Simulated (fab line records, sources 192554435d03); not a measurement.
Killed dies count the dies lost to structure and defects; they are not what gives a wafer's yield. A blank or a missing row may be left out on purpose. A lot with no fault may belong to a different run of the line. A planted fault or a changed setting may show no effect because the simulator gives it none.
Which tool is to blame? + flow n5_finfet + 9 lots with 27 wafers sampled at 5 steps, on a route of 1938 steps

== WHAT EACH GAUGE READ, for each wafer ==
N5_BEOL_M4_RC_MEAS_101. Usual: DIBL_N 36.3 mV/V, standard deviation 1.7; DIBL_P 36.3 mV/V, standard deviation 2.2; IOFF_N 0.16 nA/um, standard deviation 0.034; IOFF_P 0.21 nA/um, standard deviation 0.038; ION_N 673 uA/um, standard deviation 13; ION_P 461 uA/um, standard deviation 8.3; SS_N 71.5 mV/dec, standard deviation 0.55; SS_P 73.3 mV/dec, standard deviation 0.67; VT_N 250 mV, standard deviation 3.4; VT_P -251 mV, standard deviation 3.5.
| lot  | measured     | on        | DIBL_N (mV/V)  | DIBL_P (mV/V)  | IOFF_N (nA/um) | IOFF_P (nA/um) | ION_N (uA/um) | ION_P (uA/um) | SS_N (mV/dec)  | SS_P (mV/dec)  | VT_N (mV)   | VT_P (mV)      | flag |
|------|--------------|-----------|----------------|----------------|----------------|----------------|---------------|---------------|----------------|----------------|-------------|----------------|------|
| L634 | day 7 16:28  | prober-02 | 35.6 34.8 33.3 | 36.5 34.9 33.0 | 0.16 0.14 0.12 | 0.20 0.18 0.16 | 665 658 651   | 456 449 456   | 71.5 71.5 70.5 | 73.2 73.5 72.3 | 252 253 257 | -252 -255 -254 |      |
| L635 | day 8 09:55  | prober-01 | 35.3 33.9 35.4 | 34.0 32.8 35.6 | 0.15 0.12 0.15 | 0.18 0.17 0.21 | 665 644 660   | 454 446 456   | 70.9 70.8 71.4 | 73.4 73.3 73.8 | 249 253 253 | -251 -253 -249 |      |
| L641 | day 9 18:35  | prober-01 | 37.0 37.0 36.8 | 39.3 39.2 38.2 | 0.16 0.16 0.15 | 0.25 0.23 0.23 | 656 679 663   | 464 465 462   | 71.9 72.1 71.5 | 73.5 73.6 74.0 | 251 251 250 | -247 -251 -246 |      |
| L642 | day 9 21:37  | prober-01 | 39.5 35.5 36.1 | 39.5 35.5 35.8 | 0.22 0.15 0.15 | 0.33 0.23 0.22 | 698 680 677   | 484 472 468   | 72.3 71.4 72.1 | 74.4 73.7 73.2 | 248 248 253 | -241 -245 -247 |      |
| L645 | day 11 02:34 | prober-02 | 39.9 36.0 35.6 | 40.9 37.5 36.3 | 0.24 0.17 0.16 | 0.29 0.23 0.21 | 703 685 681   | 474 474 461   | 72.0 71.5 71.8 | 73.6 73.0 72.6 | 242 248 247 | -246 -247 -250 |      |
| L648 | day 12 02:27 | prober-01 | 38.7 38.9 36.7 | 38.5 40.0 36.8 | 0.21 0.22 0.17 | 0.23 0.26 0.20 | 690 701 681   | 466 469 461   | 72.0 71.7 71.6 | 74.1 74.2 74.4 | 246 245 247 | -253 -249 -254 |      |
| L653 | day 12 23:26 | prober-02 | 39.4 35.8 37.2 | 39.6 34.8 37.5 | 0.22 0.13 0.18 | 0.27 0.18 0.23 | 699 669 688   | 475 462 471   | 71.7 71.5 71.2 | 73.7 72.2 74.1 | 244 255 248 | -247 -251 -250 |      |
| L654 | day 13 02:16 | prober-01 | 35.2 39.5 39.0 | 35.0 41.1 38.8 | 0.12 0.22 0.19 | 0.20 0.32 0.28 | 673 702 686   | 474 489 479   | 71.0 71.9 71.5 | 72.3 74.4 73.7 | 252 244 246 | -250 -243 -244 |      |
| L656 | day 13 08:58 | prober-02 | 36.2 38.1 38.4 | 35.5 37.5 38.9 | 0.14 0.18 0.20 | 0.17 0.20 0.23 | 662 671 693   | 453 455 465   | 71.2 71.8 71.8 | 73.1 73.8 74.1 | 253 248 248 | -256 -251 -253 |      |

== TOOL THAT RAN EACH LOT (tool first, then ch and the chambers of the sampled wafers, then the start) ==
| lot  | N5_GATE_CUT_CUT_ETCH_54           | N5_GATE_CUT_ETCH_47               | N5_GATE_CUT_CMP_23            | N5_MOL_CONTACT_COAG_COAT_103      |
|------|-----------------------------------|-----------------------------------|-------------------------------|-----------------------------------|
| L634 | rie_metal-01 ch 0,1, day 4 20:08  | rie_metal-01 ch 0,1, day 4 20:14  | cmp-03 ch 2,3, day 4 22:01    | litho_track-03 ch 0, day 4 23:05  |
| L635 | rie_metal-03 ch 0,1, day 5 01:52  | rie_metal-03 ch 0,1, day 5 01:58  | cmp-03 ch 0,1,3, day 5 03:45  | litho_track-04 ch 0, day 5 04:49  |
| L641 | rie_metal-01 ch 0, day 6 13:17    | rie_metal-01 ch 0, day 6 13:23    | cmp-02 ch 0,1,2, day 6 15:10  | litho_track-03 ch 0, day 6 16:14  |
| L642 | rie_metal-01 ch 0,1, day 6 20:29  | rie_metal-01 ch 0,1, day 6 20:34  | cmp-02 ch 1,2,3, day 6 22:33  | litho_track-01 ch 0, day 6 23:32  |
| L645 | rie_metal-03 ch 0,1, day 7 15:28  | rie_metal-03 ch 0,1, day 7 15:33  | cmp-03 ch 0,1, day 7 17:31    | litho_track-01 ch 0, day 7 18:56  |
| L648 | rie_metal-03 ch 0,1, day 8 07:01  | rie_metal-03 ch 0,1, day 8 07:07  | cmp-02 ch 0,1, day 8 08:54    | litho_track-01 ch 0, day 8 09:58  |
| L653 | rie_metal-01 ch 0,1, day 9 12:34  | rie_metal-01 ch 0,1, day 9 12:39  | cmp-04 ch 1,2,3, day 9 14:32  | litho_track-04 ch 0, day 9 15:29  |
| L654 | rie_metal-02 ch 0,1, day 9 17:11  | rie_metal-02 ch 0,1, day 9 17:17  | cmp-04 ch 0,1,3, day 9 19:06  | litho_track-04 ch 0, day 9 20:16  |
| L656 | rie_metal-02 ch 0,1, day 10 05:49 | rie_metal-02 ch 0,1, day 10 05:55 | cmp-03 ch 1,2,3, day 10 07:44 | litho_track-04 ch 0, day 10 08:46 |
- N5_GATE_CUT_CUT_ETCH_54: etches TiN in Cl2/BCl3, target depth 96.7 nm.
- N5_GATE_CUT_ETCH_47: etches SiO2 in Cl2/BCl3, target depth 10 nm.
- N5_GATE_CUT_CMP_23: polishes, stops on SiO2, t overpolish 23.4 s, target thk 16 nm.
- N5_MOL_CONTACT_COAG_COAT_103: time 60 s, resist thk 80 nm.

== AS READ BY THE TOOLS THEMSELVES (means over the sampled wafers that have a number; for cases with no such wafer, the mark the record gives instead) ==
N5_GATE_CUT_CUT_ETCH_54. Usual: drypump_motor_current_A 5.5 A, standard deviation 0.6; etch_rf_on_time_s 36.0 s, standard deviation 0.55; oes_product_au 0.69 a.u., standard deviation 0.1; throttle_valve_pct 22.36 %, standard deviation 0.13.
| lot  | tool         | drypump_motor_current_A (A) | etch_rf_on_time_s (s) | oes_product_au (a.u.) | throttle_valve_pct (%) | flag |
|------|--------------|-----------------------------|-----------------------|-----------------------|------------------------|------|
| L634 | rie_metal-01 | 5.6                         | 36.5                  | 0.70                  | 22.24                  |      |
| L635 | rie_metal-03 | 5.9                         | 35.9                  | 0.60                  | 22.62                  |      |
| L641 | rie_metal-01 | 5.0                         | 36.3                  | 0.83                  | 22.22                  |      |
| L642 | rie_metal-01 | 5.3                         | 36.4                  | 0.75                  | 22.23                  |      |
| L645 | rie_metal-03 | 5.3                         | 36.0                  | 0.77                  | 22.41                  |      |
| L648 | rie_metal-03 | 5.9                         | 35.6                  | 0.81                  | 22.46                  |      |
| L653 | rie_metal-01 | 5.3                         | 36.6                  | 0.72                  | 22.27                  |      |
| L654 | rie_metal-02 | 6.0                         | 35.9                  | 0.61                  | 22.42                  |      |
| L656 | rie_metal-02 | 5.7                         | 35.9                  | 0.61                  | 22.49                  |      |

N5_GATE_CUT_ETCH_47. Usual: drypump_motor_current_A 5.5 A, standard deviation 0.6; oes_product_au 0.75 a.u., standard deviation 0.11; throttle_valve_pct 22.91 %, standard deviation 0.13.
| lot  | tool         | drypump_motor_current_A (A) | oes_product_au (a.u.) | throttle_valve_pct (%) | flag |
|------|--------------|-----------------------------|-----------------------|------------------------|------|
| L634 | rie_metal-01 | 5.6                         | 0.78                  | 22.77                  |      |
| L635 | rie_metal-03 | 5.9                         | 0.66                  | 23.16                  |      |
| L641 | rie_metal-01 | 5.0                         | 0.92                  | 22.76                  |      |
| L642 | rie_metal-01 | 5.3                         | 0.83                  | 22.78                  |      |
| L645 | rie_metal-03 | 5.3                         | 0.85                  | 22.98                  |      |
| L648 | rie_metal-03 | 5.9                         | 0.88                  | 23.02                  |      |
| L653 | rie_metal-01 | 5.3                         | 0.80                  | 22.79                  |      |
| L654 | rie_metal-02 | 6.0                         | 0.67                  | 22.96                  |      |
| L656 | rie_metal-02 | 5.7                         | 0.66                  | 23.03                  |      |

N5_GATE_CUT_CMP_23. Usual: motor_current_A 9.1 A, standard deviation 0.96; overpolish_run_s 23.400 s, standard deviation 0.0093; time_to_endpoint_s 19.4 s, standard deviation 2.5.
| lot  | tool   | motor_current_A (A) | overpolish_run_s (s) | time_to_endpoint_s (s) | flag |
|------|--------|---------------------|----------------------|------------------------|------|
| L634 | cmp-03 | 8.4                 | 23.399               | 19.7                   |      |
| L635 | cmp-03 | 9.9                 | 23.402               | 21.2                   |      |
| L641 | cmp-02 | 8.0                 | 23.408               | 20.1                   |      |
| L642 | cmp-02 | 8.1                 | 23.406               | 20.2                   |      |
| L645 | cmp-03 | 9.9                 | 23.402               | 18.0                   |      |
| L648 | cmp-02 | 8.4                 | 23.401               | 19.8                   |      |
| L653 | cmp-04 | 9.6                 | 23.401               | 23.0                   |      |
| L654 | cmp-04 | 9.5                 | 23.404               | 23.2                   |      |
| L656 | cmp-03 | 9.0                 | 23.402               | 20.9                   |      |

N5_MOL_CONTACT_COAG_COAT_103. Usual: exhaust_pa 45.1 Pa, standard deviation 0.93; heater_power_total_W 500.2 W, standard deviation 1.9; plate_temp_C 249.98 C, standard deviation 0.18.
| lot  | tool           | exhaust_pa (Pa) | heater_power_total_W (W) | plate_temp_C (C) | flag |
|------|----------------|-----------------|--------------------------|------------------|------|
| L634 | litho_track-03 | 45.4            | 501.4                    | 250.05           |      |
| L635 | litho_track-04 | 45.9            | 501.8                    | 250.03           |      |
| L641 | litho_track-03 | 46.0            | 499.7                    | 250.02           |      |
| L642 | litho_track-01 | 46.8            | 499.1                    | 249.86           |      |
| L645 | litho_track-01 | 44.7            | 493.4                    | 247.31           | OFF  |
| L648 | litho_track-01 | 45.7            | 493.9                    | 247.19           | OFF  |
| L653 | litho_track-04 | 45.1            | 499.7                    | 250.10           |      |
| L654 | litho_track-04 | 45.1            | 499.6                    | 250.11           |      |
| L656 | litho_track-04 | 44.8            | 500.5                    | 250.10           |      |

== THE ANSWER, worked out from the rows above alone ==
Rule: lot off if the mean of its wafers having a number is beyond 3 standard deviations from the usual mean. A lot without any number at a reading at which 4 lots or more have one is off too. The other lots that the step has rows for count as sound. First the gauges in route order, then the tools' own readings, where a lot's mean is used as printed above. The first step at which some lot is off is used, and at that step the reading that is off furthest; a lot without a number counts as furthest.
Off: L645, L648 (N5_MOL_CONTACT_COAG_COAT_103, plate_temp_C).
If a tool, at that step or one of the process steps before it, ran each lot that is off and ran no sound lot following the first of them, it fits. 2 tools fit, rie_metal-03 at N5_GATE_CUT_CUT_ETCH_54 and N5_GATE_CUT_ETCH_47 and litho_track-01 at N5_MOL_CONTACT_COAG_COAT_103, so this cannot tell which one it is.

== WHAT WAS PUT IN BY THE SIMULATOR ==
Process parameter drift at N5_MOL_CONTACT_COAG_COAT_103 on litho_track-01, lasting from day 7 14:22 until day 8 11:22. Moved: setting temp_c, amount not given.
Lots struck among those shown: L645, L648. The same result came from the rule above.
